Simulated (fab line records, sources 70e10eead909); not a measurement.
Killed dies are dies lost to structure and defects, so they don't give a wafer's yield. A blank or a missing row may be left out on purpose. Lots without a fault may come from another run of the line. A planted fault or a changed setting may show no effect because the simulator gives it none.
fab line records | flow nand_harc
record lots=23 wafers=69 last_day=33
route steps=1302 shown A_STAIRCASE@768
lots that met no fault: from a run of the same line without faults
start_h: hours from the record's first day to the start of the lot's first wafer shown | wait_h: hours since the lot's step before | " the same as in the row above | L1.1+2: a row that stands for several wafers | - no value, or no start given | * or withheld: withheld | < > ~ a bound
route shown NAME@n: a module of which the file shows steps, and the number in the route of the first | usual: mean/standard deviation of fault-free wafers | same: alike in all rows | chamber/n: place in a boat | sites: the reading at each site | _std_site: their standard deviation | _edge_site: outer sites' mean less inner sites' | radius_mm: how far each site lies from the wafer's centre | mask NAME#n: copy n | behind: the tool/chamber that last shaped the wafer | hold: why the lot was held/for how many hours/how that ended | device: the transistor (n, p or np) that didn't switch | end of line: the same wafers' tests at the end of the route | a step without rows: its recipe alone | killed: dies lost to structure and defects at the first sort, not the wafer's yield | map: a wafer's dies, x killed, . not, _ none there
set.NAME: the setting as run; set.NAME@STEP: as run at that earlier step | model.NAME: the simulator's own value behind a step, which no gauge read
steps of the route over a sample of lots; a table a step, a row a wafer
services: from which hour (start_h, from the record's first day; less than 0 if before it) a tool's chamber was out of use, for how many hours, and why
## steps
# step NHARC_A_STAIRCASE_STRIP_254
# recipe power_w=1500 temp_c=250 chemistry=O2
# usual drypump_motor_current_A=6.06/0.15 heater_power_w=317/23
# columns lot.wafer tool chamber start_h wait_h drypump_motor_current_A heater_power_w rf_hours_counter_h
L075.1 plasma_asher-02 0 378.74 - 5.97 343 26
L075.3 " 1 " " 5.88 327 -
L075.5 " 1 " " 5.89 324 -
L074.2 plasma_asher-01 0 379.13 - 6.21 320 6
L074.1 " 1 " " 6.26 291 6
L074.3 " 0 " " 6.20 315 -
L076.1 plasma_asher-02 0 391.35 - 5.97 341 28
L076.4 " 0 " " 5.98 338 -
L076.5 " 0 " " 5.98 338 -
L077.2 plasma_asher-01 0 409.95 - 6.20 320 13
L077.4 " 0 " " 6.16 327 -
L077.6 " 0 " " 6.19 313 -
L078.1 plasma_asher-01 0 412.73 - 6.15 319 14
L078.2 " 1 " " 6.28 291 14
L078.3 " 1 " " 6.29 286 -
L079.2 plasma_asher-02 1 413.09 - 5.88 334 32
L079.1 " 0 " " 5.97 340 32
L079.3 " 1 " " 5.91 329 -
L080.1 plasma_asher-01 1 428.61 - 6.27 286 17
L080.2 " 0 " " 6.17 313 17
L080.6 " 1 " " 6.25 293 -
L081.1 plasma_asher-01 1 433.51 - 6.24 287 18
L081.3 " 0 " " 6.18 317 -
L081.5 " 1 " " 6.22 284 -
L082.2 plasma_asher-01 0 450.15 - 6.21 317 22
L082.1 " 1 " " 6.26 288 22
L082.3 " 1 " " 6.25 295 -
L083.2 plasma_asher-02 1 450.32 - 5.89 302 4
L083.1 " 0 " " 5.98 358 4
L083.6 " 1 " " 5.89 302 -
L085.1 plasma_asher-02 1 471.49 - 5.89 294 7
L085.4 " 1 " " 5.88 300 -
L085.5 " 0 " " 5.97 357 -
L084.2 plasma_asher-02 0 475.54 - 5.97 351 8
L084.3 " 0 " " 5.98 347 -
L084.6 " 0 " " 5.97 344 -
L086.1 plasma_asher-02 1 485.27 - 5.89 304 11
L086.2 " 0 " " 5.97 352 11
L086.5 " 1 " " 5.89 307 -
L087.1 plasma_asher-01 0 510.22 - 6.18 319 33
L087.2 " 1 " " 6.25 293 33
L087.4 " 1 " " 6.24 290 -
L088.2 plasma_asher-02 0 519.27 - 5.97 354 17
L088.4 " 0 " " 5.97 348 -
L088.5 " 0 " " 5.98 358 -
L089.2 plasma_asher-02 1 519.56 - 5.89 302 17
L089.1 " 0 " " 5.97 355 17
L089.6 " 1 " " 5.89 300 -
L090.1 plasma_asher-02 1 538.38 - 5.88 303 23
L090.3 " 0 " " 5.98 345 -
L090.6 " 1 " " 5.88 298 -
L091.2 plasma_asher-01 1 538.97 - 6.25 289 1
L091.4 " 0 " " 6.17 322 -
L091.3 " 1 " " 6.23 289 -
L093.1 plasma_asher-01 1 564.27 - 6.23 280 7
L093.4 " 0 " " 6.19 319 -
L093.3 " 1 " " 6.25 290 -
L092.2 plasma_asher-02 0 564.73 - 5.97 347 28
L092.4 " 0 " " 5.98 361 -
L092.3 " 1 " " 5.89 300 -
L094.1 plasma_asher-02 1 575.99 - 5.89 307 31
L094.3 " 1 " " 5.89 302 -
L094.6 " 0 " " 5.96 352 -
L096.2 plasma_asher-01 1 578.56 - 6.28 296 10
L096.1 " 0 " " 6.19 316 10
L096.5 " 0 " " 6.18 326 -
L097.2 plasma_asher-02 1 595.80 - 5.89 301 35
L097.3 " 0 " " 5.97 353 -
L097.4 " 1 " " 5.89 300 -
# step NHARC_A_STAIRCASE_DEP_280
# recipe target_thk_a=300 target_thk_nm=30 temp_c=400 pressure_torr=3.5 flow_sccm=200 rf_w=350 material=SiON
# usual heater_power_w=760/67 rf_fwd_power_W=348.4/0.99 showerhead_vpp_V=1125/51
# columns lot.wafer tool chamber start_h wait_h heater_power_w rf_fwd_power_W showerhead_vpp_V
L075.3 pecvd-01 0 387.47 1.0 812 348.5 1184
L075.1 " 1 " " 745 349.4 1106
L075.5 " 0 " " 837 349.4 1167
L074.2 pecvd-03 2 391.02 1.3 697 348.6 1193
L074.1 " 0 " " 725 347.3 1162
L074.3 " 1 " " 701 346.8 1086
L076.1 pecvd-01 2 402.54 1.6 619 347.6 1042
L076.4 " 1 " " 819 349.5 1111
L076.5 " 2 " " 616 348.4 1037
L077.2 pecvd-03 0 421.98 1.3 840 347.8 1162
L077.6 " 2 " " 738 346.8 1187
L077.4 " 0 " " 858 349.0 1134
L078.3 pecvd-04 2 423.52 0.9 729 346.1 1063
L078.1 " 0 " " 850 346.7 1179
L078.2 " 1 " " 827 347.7 1113
L079.2 pecvd-03 2 424.10 1.6 711 349.4 1171
L079.3 " 0 " " 764 348.6 1141
L079.1 " 1 " " 830 350.2 1088
L080.2 pecvd-03 1 441.58 1.3 730 348.3 1094
L080.1 " 2 " " 768 348.0 1143
L080.6 " 1 " " 732 347.0 1076
L081.3 pecvd-01 2 445.53 1.0 586 350.3 1024
L081.1 " 0 " " 864 351.2 1170
L081.5 " 1 " " 650 348.2 1115
L082.2 pecvd-01 2 461.25 1.2 651 348.8 1031
L082.3 " 0 " " 775 349.4 1187
L082.1 " 1 " " 727 347.1 1100
L083.1 pecvd-01 0 463.07 1.5 761 350.0 1186
L083.2 " 2 " " 639 348.3 1032
L083.6 " 2 " " 640 347.8 1028
L085.1 pecvd-03 0 480.76 1.6 784 349.7 1133
L085.5 " 0 " " 789 348.5 1155
L085.4 " 1 " " 781 348.0 1106
L084.2 pecvd-04 2 484.13 1.2 686 346.7 1087
L084.3 " 1 " " 829 348.8 1106
L084.6 " 2 " " 718 348.6 1105
L086.2 pecvd-03 0 496.26 1.3 739 348.3 1152
L086.1 " 1 " " 820 349.1 1096
L086.5 " 0 " " 747 349.4 1163
L087.1 pecvd-03 2 519.20 1.5 741 348.2 1175
L087.2 " 0 " " 721 349.4 1160
L087.4 " 2 " " 743 347.8 1167
L088.2 pecvd-03 1 529.59 1.3 828 348.4 1083
L088.4 " 2 " " 762 347.0 1172
L088.5 " 0 " " 818 349.5 1165
L089.1 pecvd-01 0 529.62 1.6 835 349.3 1168
L089.2 " 1 " " 744 348.7 1114
L089.6 " 1 " " 771 349.8 1125
L090.3 pecvd-03 1 546.93 1.0 792 349.1 1067
L090.1 " 2 " " 751 349.6 1179
L090.6 " 2 " " 761 348.5 1160
L091.3 pecvd-01 0 548.74 0.9 889 348.0 1176
L091.2 " 2 " " 703 348.8 1013
L091.4 " 1 " " 668 347.2 1131
L093.1 pecvd-01 1 575.00 1.6 748 349.1 1119
L093.3 " 2 " " 695 348.9 1031
L093.4 " 0 " " 840 348.7 1155
L092.2 pecvd-03 0 575.48 1.3 798 348.2 1156
L092.3 " 1 " " 832 347.8 1097
L092.4 " 2 " " 736 349.6 1173
L094.1 pecvd-01 1 587.86 1.6 795 348.2 1117
L094.3 " 2 " " 672 348.0 1003
L094.6 " 2 " " 669 349.5 1027
L096.2 pecvd-03 2 589.19 1.2 767 348.5 1171
L096.1 " 0 " " 807 349.1 1135
L096.5 " 0 " " 820 348.0 1165
L097.3 pecvd-04 2 604.17 1.0 640 349.0 1086
L097.2 " 0 " " 783 347.5 1170
L097.4 " 0 " " 785 349.0 1173
# step NHARC_A_STAIRCASE_HM_OPEN_460
# recipe o2_flow_sccm=400 cos_flow_sccm=20 ar_flow_sccm=0 rf_w=500 bias_w=300 chemistry=O2/COS
# usual drypump_motor_current_A=5.7/0.42 oes_product_au=0.999/0.0077 rf_fwd_power_W=499.4/1.5 rf_vpp_V=467/3.7 showerhead_plenum_p_Torr=3.10/0.17 throttle_valve_pct=28.331/0.0085
# columns lot.wafer tool chamber start_h wait_h drypump_motor_current_A oes_product_au rf_fwd_power_W rf_hours_counter_h rf_vpp_V showerhead_plenum_p_Torr throttle_valve_pct
L075.1 rie_diel-04 0 - - 5.7 0.995 500.6 5 472 3.31 28.324
L075.3 " 1 " " 5.0 0.987 501.5 5 462 2.91 28.327
L075.5 " 3 " " 5.4 1.009 502.7 - 465 3.06 28.327
L074.1 rie_diel-09 1 - - 5.9 1.005 499.9 20 470 3.25 28.343
L074.3 " 2 " " 6.0 0.996 498.0 23 463 2.94 28.329
L074.2 " 0 " " 5.8 1.003 500.3 25 462 2.89 28.332
L076.4 rie_diel-04 2 - - 5.4 1.000 500.6 14 463 2.94 28.345
L076.1 " 0 " " 5.7 1.003 498.9 10 470 3.31 28.329
L076.5 " 3 " " 5.5 1.011 500.6 - 466 3.06 28.320
L077.2 rie_diel-01 0 - - 5.4 0.995 500.0 14 465 3.03 28.322
L077.6 " 1 " " 5.9 0.991 498.2 - 464 3.00 28.336
L077.4 " 2 " " 5.9 1.003 499.6 - 470 3.20 28.334
L078.1 rie_diel-09 2 - - 6.0 1.000 497.7 32 463 2.94 28.321
L078.3 " 3 " " 5.6 0.999 499.1 34 472 3.36 28.331
L078.2 " 0 " " 5.8 0.992 499.9 31 462 2.89 28.324
L079.3 rie_diel-04 2 - - 5.4 0.983 503.0 24 464 2.93 28.335
L079.2 " 3 " " 5.5 1.004 500.8 21 466 3.05 28.325
L079.1 " 1 " " 5.0 1.006 500.0 22 461 2.90 28.341
L080.1 rie_diel-09 2 - - 6.0 0.991 496.2 40 463 2.93 28.345
L080.2 " 3 " " 5.6 0.998 502.2 42 471 3.35 28.344
L080.6 " 0 " " 5.8 1.004 498.2 - 462 2.89 28.325
L081.3 rie_diel-04 2 - - 5.4 1.000 499.1 33 463 2.93 28.329
L081.1 " 0 " " 5.7 0.982 500.0 18 472 3.31 28.327
L081.5 " 1 " " 5.0 0.997 496.9 - 462 2.90 28.334
L082.2 rie_diel-09 2 - - 6.0 1.005 498.9 46 463 2.93 28.326
L082.3 " 3 " " 5.6 0.993 500.3 46 473 3.35 28.336
L082.1 " 0 " " 5.9 0.996 498.4 42 461 2.89 28.337
L083.1 rie_diel-01 3 - - 6.8 0.994 499.9 19 471 3.36 28.329
L083.2 " 2 " " 5.9 1.006 497.8 24 469 3.20 28.309
L083.6 " 0 " " 5.4 0.996 498.1 - 465 3.03 28.327
L085.4 rie_diel-01 0 - - 5.4 0.997 499.2 30 464 3.02 28.336
L085.1 " 1 " " 5.8 0.987 499.2 33 465 2.99 28.339
L085.5 " 0 " " 5.4 0.986 501.1 - 466 3.02 28.330
L084.3 rie_diel-04 1 - - 5.0 1.011 496.7 42 462 2.89 28.329
L084.2 " 2 " " 5.4 0.989 500.7 44 462 2.92 28.343
L084.6 " 0 " " 5.7 0.991 501.5 - 469 3.30 28.324
L086.1 rie_diel-04 3 - - 5.4 0.997 500.1 48 466 3.04 28.341
L086.2 " 2 " " 5.4 0.999 498.2 48 463 2.92 28.322
L086.5 " 0 " " 5.7 1.004 500.3 - 471 3.30 28.330
L087.2 rie_diel-04 1 - - 5.0 1.008 499.1 56 462 2.89 28.332
L087.4 " 3 " " 5.4 1.005 499.4 57 466 3.04 28.326
L087.1 " 0 " " 5.7 0.994 498.2 43 470 3.29 28.333
L088.2 rie_diel-01 3 - - 6.8 1.005 498.7 43 473 3.35 28.325
L088.4 " 0 " " 5.4 0.996 498.0 45 466 3.01 28.332
L088.5 " 1 " " 5.8 0.986 499.1 - 465 2.98 28.326
L089.1 rie_diel-01 3 - - 6.8 0.996 500.8 43 471 3.35 28.344
L089.2 " 2 " " 5.9 1.015 499.3 48 466 3.19 28.335
L089.6 " 3 " " 6.8 0.999 501.3 - 472 3.35 28.323
L090.1 rie_diel-09 1 - - 5.9 1.009 499.0 16 468 3.22 28.323
L090.3 " 2 " " 6.0 1.007 499.3 15 464 2.92 28.323
L090.6 " 0 " " 5.8 1.001 500.0 - 473 3.37 28.338
L091.2 rie_diel-09 1 - - 5.9 0.989 499.3 17 469 3.22 28.342
L091.4 " 2 " " 6.0 0.996 499.1 15 462 2.92 28.348
L091.3 " 3 " " 5.6 1.009 498.7 12 472 3.34 28.319
L093.3 rie_diel-09 2 - - 6.0 1.004 498.8 28 463 2.91 28.335
L093.1 " 3 " " 5.6 1.005 500.2 23 473 3.33 28.328
L093.4 " 1 " " 5.9 0.997 499.1 - 468 3.22 28.323
L092.3 rie_diel-01 2 - - 5.8 0.995 499.1 3 469 3.18 28.322
L092.4 " 0 " " 5.3 1.004 498.0 3 466 3.01 28.338
L092.2 " 1 " " 5.8 0.987 497.9 3 464 2.98 28.340
L094.3 rie_diel-01 0 - - 5.4 0.993 500.2 9 464 3.01 28.333
L094.1 " 3 " " 6.8 0.988 498.1 11 471 3.34 28.332
L094.6 " 1 " " 5.8 0.985 500.9 - 461 2.97 28.348
L096.2 rie_diel-04 1 - - 5.0 1.012 500.0 17 474 3.36 28.333
L096.1 " 2 " " 5.4 1.003 495.7 13 463 2.91 28.332
L096.5 " 0 " " 5.7 1.000 498.9 - 470 3.28 28.339
L097.3 rie_diel-04 3 - - 5.4 0.990 497.8 18 465 3.02 28.332
L097.4 " 0 " " 5.8 0.992 500.4 21 471 3.28 28.330
L097.2 " 1 " " 5.0 0.998 496.7 20 472 3.36 28.332
# step NHARC_A_STAIRCASE_DEP_301
# recipe target_thk_a=300 target_thk_nm=30 temp_c=400 pressure_torr=3.5 flow_sccm=200 rf_w=350 material=SiON
# usual heater_power_w=752/82 rf_fwd_power_W=348.4/1.1 showerhead_vpp_V=1122/53
# columns lot.wafer tool chamber start_h wait_h heater_power_w rf_fwd_power_W showerhead_vpp_V
L075.3 pecvd-01 1 396.60 0.9 743 347.4 1125
L075.1 " 2 " " 701 349.6 1023
L075.5 " 0 " " 906 348.6 1190
L074.3 pecvd-01 1 399.70 0.9 634 348.9 1110
L074.1 " 2 " " 678 347.9 1030
L074.2 " 0 " " 897 347.9 1162
L076.1 pecvd-04 1 407.68 1.6 767 347.9 1115
L076.5 " 0 " " 866 349.4 1217
L076.4 " 2 " " 769 346.5 1061
L077.2 pecvd-01 1 428.18 1.3 670 347.6 1110
L077.4 " 2 " " 649 348.1 1019
L077.6 " 0 " " 869 347.1 1182
L078.1 pecvd-04 1 431.84 1.5 705 347.5 1132
L078.2 " 2 " " 813 347.6 1071
L078.3 " 0 " " 759 348.5 1180
L079.1 pecvd-01 1 433.21 1.5 779 347.5 1111
L079.3 " 2 " " 694 346.6 1029
L079.2 " 0 " " 902 348.5 1178
L080.1 pecvd-01 0 446.99 1.6 845 349.1 1186
L080.2 " 1 " " 704 347.5 1122
L080.6 " 2 " " 579 346.5 1044
L081.1 pecvd-01 0 450.60 1.6 913 349.2 1202
L081.3 " 1 " " 681 346.3 1111
L081.5 " 1 " " 683 348.4 1124
L082.3 pecvd-04 2 467.79 0.9 763 347.7 1085
L082.1 " 0 " " 666 347.9 1182
L082.2 " 1 " " 837 347.0 1081
L083.1 pecvd-01 2 469.69 1.6 684 349.1 1020
L083.2 " 0 " " 897 347.4 1168
L083.6 " 0 " " 905 348.5 1170
L085.1 pecvd-03 2 486.14 1.9 744 349.3 1169
L085.4 " 0 " " 786 349.1 1149
L085.5 " 1 " " 810 348.8 1102
L084.2 pecvd-03 1 492.05 1.3 841 347.7 1090
L084.3 " 0 " " 739 349.3 1184
L084.6 " 1 " " 854 349.0 1076
L086.2 pecvd-03 0 505.99 1.3 762 347.3 1153
L086.1 " 2 " " 655 349.3 1152
L086.5 " 0 " " 758 348.1 1147
L087.2 pecvd-04 0 524.33 1.3 785 349.2 1202
L087.1 " 1 " " 849 347.9 1127
L087.4 " 2 " " 643 348.4 1096
L088.2 pecvd-03 2 535.03 1.3 657 348.3 1168
L088.5 " 2 " " 670 349.5 1177
L088.4 " 0 " " 774 347.6 1134
L089.1 pecvd-01 2 535.30 1.6 672 352.0 1035
L089.2 " 1 " " 760 348.9 1116
L089.6 " 0 " " 761 349.0 1162
L090.1 pecvd-04 1 554.17 1.6 861 348.6 1125
L090.3 " 2 " " 740 347.8 1089
L090.6 " 2 " " 751 348.4 1068
L091.2 pecvd-01 1 556.50 1.8 721 350.7 1120
L091.3 " 2 " " 689 348.4 1014
L091.4 " 1 " " 717 350.6 1099
L093.1 pecvd-01 1 580.48 1.6 683 347.7 1121
L093.3 " 2 " " 702 347.6 1036
L093.4 " 0 " " 825 349.5 1201
L092.2 pecvd-04 2 580.55 1.2 640 349.7 1098
L092.3 " 1 " " 814 349.4 1112
L092.4 " 2 " " 618 349.4 1085
L094.3 pecvd-04 2 593.85 0.9 649 347.4 1097
L094.1 " 0 " " 822 348.3 1209
L094.6 " 2 " " 649 347.4 1094
L096.2 pecvd-03 1 594.69 1.3 811 350.3 1102
L096.1 " 2 " " 757 347.6 1161
L096.5 " 2 " " 747 347.7 1160
L097.3 pecvd-01 2 610.71 1.0 628 350.9 1043
L097.2 " 0 " " 790 348.2 1175
L097.4 " 2 " " 621 349.1 1019
# step NHARC_A_STAIRCASE_HM_OPEN_463
# recipe o2_flow_sccm=400 cos_flow_sccm=20 ar_flow_sccm=0 rf_w=500 bias_w=300 chemistry=O2/COS
# usual drypump_motor_current_A=5.8/0.44 oes_product_au=1.000/0.0081 rf_fwd_power_W=499.1/1.5 rf_vpp_V=467/3.8 showerhead_plenum_p_Torr=3.12/0.18 throttle_valve_pct=28.331/0.0094
# columns lot.wafer tool chamber start_h wait_h drypump_motor_current_A oes_product_au rf_fwd_power_W rf_hours_counter_h rf_vpp_V showerhead_plenum_p_Torr throttle_valve_pct
L075.1 rie_diel-09 0 - - 5.9 0.997 500.1 25 462 2.89 28.325
L075.3 " 2 " " 6.0 0.994 500.9 24 463 2.94 28.336
L075.5 " 3 " " 5.5 1.001 497.8 - 472 3.36 28.338
L074.1 rie_diel-09 3 - - 5.6 1.013 499.1 28 473 3.36 28.335
L074.3 " 0 " " 5.8 0.995 499.5 26 463 2.89 28.342
L074.2 " 1 " " 5.9 1.012 499.2 22 470 3.25 28.319
L076.1 rie_diel-09 0 - - 5.8 1.000 499.3 28 463 2.89 28.334
L076.5 " 0 " " 5.9 1.002 498.6 - 461 2.89 28.336
L076.4 " 2 " " 6.0 0.998 498.0 - 464 2.94 28.320
L077.2 rie_diel-01 2 - - 5.8 1.006 500.7 16 468 3.20 28.335
L077.4 " 0 " " 5.4 0.990 497.5 16 465 3.03 28.323
L077.6 " 3 " " 6.8 0.998 499.1 - 473 3.37 28.347
L078.3 rie_diel-09 3 - - 5.5 0.990 497.4 36 470 3.35 28.327
L078.1 " 1 " " 5.9 0.999 501.2 29 469 3.24 28.344
L078.2 " 2 " " 6.0 1.001 499.2 34 463 2.94 28.321
L079.2 rie_diel-04 1 - - 5.0 0.995 497.8 25 463 2.90 28.331
L079.1 " 2 " " 5.4 0.993 498.2 27 464 2.93 28.321
L079.3 " 3 " " 5.5 1.009 499.5 24 466 3.05 28.324
L080.1 rie_diel-01 2 - - 5.9 1.006 498.8 21 468 3.20 28.326
L080.2 " 3 " " 6.9 0.998 502.2 16 473 3.36 28.324
L080.6 " 1 " " 5.9 1.014 499.0 - 464 2.99 28.337
L081.1 rie_diel-01 0 - - 5.3 1.004 498.3 19 465 3.03 28.333
L081.3 " 2 " " 5.8 1.018 499.0 22 468 3.20 28.313
L081.5 " 3 " " 6.8 0.999 499.4 - 472 3.36 28.333
L082.3 rie_diel-04 1 - - 5.0 1.013 499.0 35 461 2.90 28.335
L082.1 " 3 " " 5.5 1.014 496.8 36 465 3.05 28.332
L082.2 " 0 " " 5.7 0.993 498.1 25 471 3.30 28.319
L083.2 rie_diel-01 3 - - 6.8 0.992 498.2 23 473 3.36 28.312
L083.1 " 0 " " 5.4 1.005 498.3 25 466 3.02 28.322
L083.6 " 2 " " 5.9 1.004 500.6 - 469 3.20 28.337
L085.1 rie_diel-01 0 - - 5.4 0.987 498.5 31 465 3.02 28.351
L085.4 " 2 " " 5.8 1.009 498.5 32 470 3.19 28.325
L085.5 " 1 " " 5.8 0.991 498.0 - 464 2.99 28.322
L084.3 rie_diel-09 3 - - 5.6 0.991 497.4 55 470 3.34 28.332
L084.2 " 2 " " 6.0 0.999 495.8 57 464 2.92 28.334
L084.6 " 3 " " 5.6 0.992 497.8 - 471 3.34 28.348
L086.1 rie_diel-04 2 - - 5.4 0.999 499.6 52 464 2.92 28.322
L086.2 " 0 " " 5.7 0.995 495.2 43 470 3.29 28.336
L086.5 " 2 " " 5.4 0.997 499.7 - 463 2.92 28.324
L087.4 rie_diel-04 2 - - 5.4 0.994 500.3 59 462 2.92 28.340
L087.1 " 3 " " 5.5 1.016 497.1 59 465 3.04 28.333
L087.2 " 0 " " 5.7 1.002 500.7 46 471 3.29 28.323
L088.2 rie_diel-09 0 - - 5.8 0.981 499.3 11 472 3.37 28.332
L088.4 " 1 " " 5.9 0.999 500.8 12 469 3.23 28.330
L088.5 " 3 " " 5.6 1.007 500.4 - 473 3.34 28.343
L089.2 rie_diel-01 1 - - 5.9 0.982 496.8 52 465 2.98 28.320
L089.1 " 0 " " 5.4 0.998 501.9 47 466 3.01 28.337
L089.6 " 1 " " 5.8 0.977 498.0 - 464 2.98 28.336
L090.1 rie_diel-09 0 - - 5.9 1.010 496.7 16 472 3.36 28.339
L090.3 " 1 " " 5.9 0.998 498.6 19 469 3.22 28.337
L090.6 " 2 " " 6.0 0.994 501.3 - 463 2.92 28.334
L091.3 rie_diel-04 3 - - 5.4 1.005 501.8 5 466 3.03 28.303
L091.4 " 0 " " 5.7 0.984 498.5 7 471 3.29 28.331
L091.2 " 1 " " 5.0 1.012 499.7 7 471 3.37 28.324
L093.1 rie_diel-01 3 - - 6.8 1.004 499.7 5 471 3.34 28.325
L093.3 " 0 " " 5.4 0.995 497.6 6 464 3.01 28.327
L093.4 " 1 " " 5.9 0.991 499.4 5 464 2.98 28.332
L092.4 rie_diel-04 3 - - 5.4 0.998 499.5 12 466 3.03 28.338
L092.3 " 0 " " 5.7 0.998 500.6 14 471 3.28 28.326
L092.2 " 1 " " 5.0 1.008 498.2 13 472 3.37 28.330
L094.3 rie_diel-09 2 - - 6.0 1.004 499.0 34 462 2.91 28.318
L094.1 " 3 " " 5.6 1.009 501.2 31 472 3.33 28.331
L094.6 " 1 " " 5.9 0.996 499.3 - 469 3.21 28.325
L096.2 rie_diel-09 0 - - 5.9 0.995 496.8 26 473 3.36 28.342
L096.1 " 1 " " 5.9 0.987 500.4 36 470 3.21 28.331
L096.5 " 3 " " 5.6 0.998 498.6 - 472 3.33 28.319
L097.3 rie_diel-04 3 - - 5.5 1.012 501.1 19 466 3.02 28.358
L097.4 " 0 " " 5.7 0.991 498.0 22 470 3.28 28.328
L097.2 " 2 " " 5.4 0.994 501.7 19 463 2.91 28.345
# step NHARC_A_STAIRCASE_STRIP_316
# recipe o2_flow_sccm=500 ar_flow_sccm=0 bias_w=0 chemistry=O2
# usual drypump_motor_current_A=5.8/0.44 oes_product_au=1.000/0.0075 rf_vpp_V=57.8/0.89 showerhead_plenum_p_Torr=3.53/0.2 throttle_valve_pct=17.037/0.0094
# columns lot.wafer tool chamber start_h wait_h drypump_motor_current_A oes_product_au rf_hours_counter_h rf_vpp_V showerhead_plenum_p_Torr throttle_valve_pct
L075.3 rie_diel-09 1 - - 5.9 1.005 22 58.3 3.67 17.051
L075.1 " 2 " " 6.0 0.999 25 58.3 3.32 17.031
L075.5 " 3 " " 5.6 0.992 - 56.9 3.79 17.047
L074.3 rie_diel-09 0 - - 5.8 1.002 26 56.3 3.27 17.047
L074.1 " 1 " " 5.9 1.010 22 58.7 3.67 17.025
L074.2 " 3 " " 5.6 1.000 28 57.6 3.79 17.018
L076.4 rie_diel-09 1 - - 5.9 0.996 23 57.4 3.67 17.022
L076.1 " 3 " " 5.6 0.993 30 58.2 3.79 17.029
L076.5 " 2 " " 6.0 0.994 - 57.6 3.32 17.040
L077.2 rie_diel-01 2 - - 5.9 1.004 16 57.9 3.62 17.042
L077.4 " 1 " " 5.9 0.985 18 58.8 3.39 17.043
L077.6 " 3 " " 6.8 1.000 - 58.7 3.80 17.041
L078.3 rie_diel-09 0 - - 5.9 0.997 34 56.8 3.27 17.049
L078.2 " 1 " " 5.9 1.007 30 58.0 3.66 17.044
L078.1 " 3 " " 5.6 0.996 37 58.5 3.79 17.039
L079.2 rie_diel-04 3 - - 5.4 1.007 24 57.4 3.45 17.023
L079.3 " 1 " " 5.0 1.006 25 58.3 3.28 17.051
L079.1 " 2 " " 5.4 0.996 28 57.4 3.32 17.033
L080.2 rie_diel-01 0 - - 5.4 0.989 19 57.8 3.42 17.039
L080.1 " 1 " " 5.9 0.992 24 57.2 3.39 17.034
L080.6 " 2 " " 5.9 1.001 - 57.3 3.61 17.026
L081.1 rie_diel-01 3 - - 6.8 1.005 17 58.3 3.80 17.060
L081.3 " 0 " " 5.4 1.003 20 57.2 3.42 17.039
L081.5 " 0 " " 5.4 0.997 - 59.4 3.42 17.033
L082.3 rie_diel-04 2 - - 5.4 1.006 38 57.3 3.31 17.041
L082.1 " 3 " " 5.5 1.013 36 58.9 3.44 17.054
L082.2 " 1 " " 5.0 1.010 35 57.0 3.28 17.039
L083.2 rie_diel-01 1 - - 5.8 0.993 29 57.6 3.38 17.047
L083.1 " 3 " " 6.9 1.007 24 58.2 3.79 17.037
L083.6 " 1 " " 5.8 1.002 - 57.0 3.38 17.040
L085.4 rie_diel-01 2 - - 5.8 1.008 32 58.6 3.61 17.040
L085.1 " 0 " " 5.4 0.997 32 58.8 3.42 17.043
L085.5 " 2 " " 5.8 1.008 - 59.2 3.61 17.042
L084.2 rie_diel-09 3 - - 5.5 0.987 56 57.8 3.78 17.052
L084.3 " 2 " " 6.0 0.992 57 56.6 3.31 17.033
L084.6 " 3 " " 5.6 0.995 - 59.1 3.78 17.043
L086.2 rie_diel-04 3 - - 5.4 1.003 52 57.2 3.43 17.031
L086.1 " 0 " " 5.7 1.001 43 58.4 3.72 17.029
L086.5 " 2 " " 5.4 1.003 - 57.2 3.30 17.033
L087.2 rie_diel-04 1 - - 5.0 1.006 59 57.3 3.27 17.052
L087.4 " 3 " " 5.5 0.993 59 58.7 3.43 17.037
L087.1 " 0 " " 5.7 0.977 46 59.1 3.72 17.040
L088.2 rie_diel-09 0 - - 5.9 0.993 11 57.2 3.80 17.041
L088.4 " 1 " " 5.9 0.996 12 57.3 3.64 17.028
L088.5 " 3 " " 5.5 1.010 - 57.4 3.77 17.041
L089.2 rie_diel-01 3 - - 6.8 0.997 45 58.4 3.78 17.042
L089.1 " 1 " " 5.9 0.996 52 56.6 3.37 17.035
L089.6 " 2 " " 5.9 1.012 - 58.7 3.60 17.023
L090.3 rie_diel-09 1 - - 5.9 0.997 19 58.6 3.64 17.035
L090.1 " 3 " " 5.6 1.004 14 58.0 3.77 17.035
L090.6 " 2 " " 6.0 1.001 - 56.5 3.30 17.035
L091.3 rie_diel-04 1 - - 5.0 1.011 7 58.3 3.80 17.032
L091.2 " 2 " " 5.4 1.000 5 56.9 3.30 17.039
L091.4 " 0 " " 5.7 0.997 8 58.6 3.71 17.042
L093.3 rie_diel-01 2 - - 5.9 0.994 5 58.2 3.59 17.034
L093.4 " 3 " " 6.8 1.004 6 59.5 3.78 17.032
L093.1 " 0 " " 5.4 0.998 6 57.1 3.40 17.049
L092.4 rie_diel-04 1 - - 5.0 1.007 13 58.5 3.80 17.028
L092.3 " 2 " " 5.4 0.987 11 58.0 3.29 17.029
L092.2 " 3 " " 5.4 0.997 12 56.7 3.42 17.027
L094.3 rie_diel-09 1 - - 5.9 1.015 36 58.3 3.63 17.043
L094.1 " 2 " " 6.0 0.995 34 56.6 3.29 17.023
L094.6 " 2 " " 6.0 0.997 - 57.2 3.29 17.044
L096.2 rie_diel-09 3 - - 5.6 0.996 31 58.1 3.76 17.042
L096.1 " 0 " " 5.9 0.999 27 58.4 3.79 17.035
L096.5 " 1 " " 5.9 1.001 - 57.4 3.63 17.028
L097.3 rie_diel-04 0 - - 5.7 1.006 22 57.9 3.70 17.023
L097.2 " 1 " " 5.0 1.004 22 57.4 3.80 17.025
L097.4 " 2 " " 5.4 0.990 19 57.4 3.29 17.040
## services
# columns tool chamber start_h hours kind
rie_diel-04 - 356.00 9.0 pm
pecvd-01 0 360.72 1.7 repair
pecvd-03 - 366.11 13.0 pm
rie_diel-01 - 380.93 9.0 pm
plasma_asher-02 - 401.61 4.9 repair
rie_diel-09 1 404.93 4.2 repair
rie_diel-01 3 419.12 9.8 repair
rie_diel-04 0 422.55 17.5 repair
pecvd-03 0 439.79 4.7 repair
rie_diel-09 - 442.47 0.2 repair
rie_diel-01 0 458.27 3.5 repair
pecvd-01 - 459.89 0.6 repair
rie_diel-04 1 460.53 6.7 repair
rie_diel-09 0 490.75 6.1 repair
pecvd-01 - 492.06 13.0 pm
rie_diel-09 - 497.12 9.0 pm
rie_diel-04 0 508.72 4.9 repair
rie_diel-04 - 533.00 9.0 pm
pecvd-03 - 538.63 3.2 repair
pecvd-03 - 547.25 13.0 pm
rie_diel-01 - 557.93 9.0 pm
rie_diel-09 0 567.71 13.4 repair
pecvd-01 2 596.44 11.5 repair
rie_diel-01 1 598.73 6.5 repair
## key
fault none
